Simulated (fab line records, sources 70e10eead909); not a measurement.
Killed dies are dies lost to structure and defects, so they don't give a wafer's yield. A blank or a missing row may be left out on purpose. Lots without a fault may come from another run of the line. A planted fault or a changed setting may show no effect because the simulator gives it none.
Chamber matching | flow nand_harc | NHARC_P_CONTACT_CMP_01 on cmp-03: 4 sister chambers
The step polishes SiO2, target thk 200 nm. 8 wafers are shown with their chamber, then 8 later ones without.

WAFERS WITH THEIR CHAMBER
wafer  | chamber | motor_current_A (A) | slurry_flow_ml_min
L088.6 | 1       | 10.3                | 149.9
L087.1 | 2       | 11.9                | 149.5
L087.5 | 3       | 13.1                | 149.6
L087.6 | 0       | 13.8                | 149.7
L090.2 | 1       | 10.2                | 150.4
L090.3 | 3       | 13.5                | 150.2
L090.6 | 0       | 13.4                | 150.1
L091.2 | 2       | 12.2                | 149.8

WAFERS WITHOUT THEIR CHAMBER
wafer  | motor_current_A (A) | slurry_flow_ml_min
L091.3 | 13.8                | 149.9
L091.6 | 13.0                | 149.6
L092.1 | 13.7                | 150.2
L092.5 | 12.6                | 150.7
L092.6 | 12.8                | 150.1
L094.1 | 10.0                | 150.7
L094.3 | 11.6                | 149.9
L094.6 | 12.1                | 150.1

WHICH CHAMBER EACH WENT THROUGH
wafer  | from the rows above          | in truth
L091.3 | can't be placed: 0 or 3      | 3
L091.6 | can't be placed: 3 or 0      | 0
L092.1 | can't be placed: 0 or 3      | 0
L092.5 | can't be placed: 3 or 2 or 0 | 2
L092.6 | can't be placed: 3 or 0 or 2 | 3
L094.1 | 1                            | 1
L094.3 | 2                            | 2
L094.6 | 2                            | 2
Placed correctly: 3 of 8. Can't be placed from these rows: 5 (the true chamber is among the candidates in 5). Placed wrongly: 0.
How it was worked out, from the rows above alone: a wafer's distance from a chamber is the root of the sum, over the readings, of the square of ((its reading less the chamber's mean) divided by the reading's scatter). The wafer belongs to the nearest chamber; if the next one is less than 2 further off, it can't be placed. A chamber's mean is the mean of its shown wafers. The scatter: the root of (the sum of the squares of (reading less its chamber's mean) over the shown wafers, divided by (wafers less chambers)).
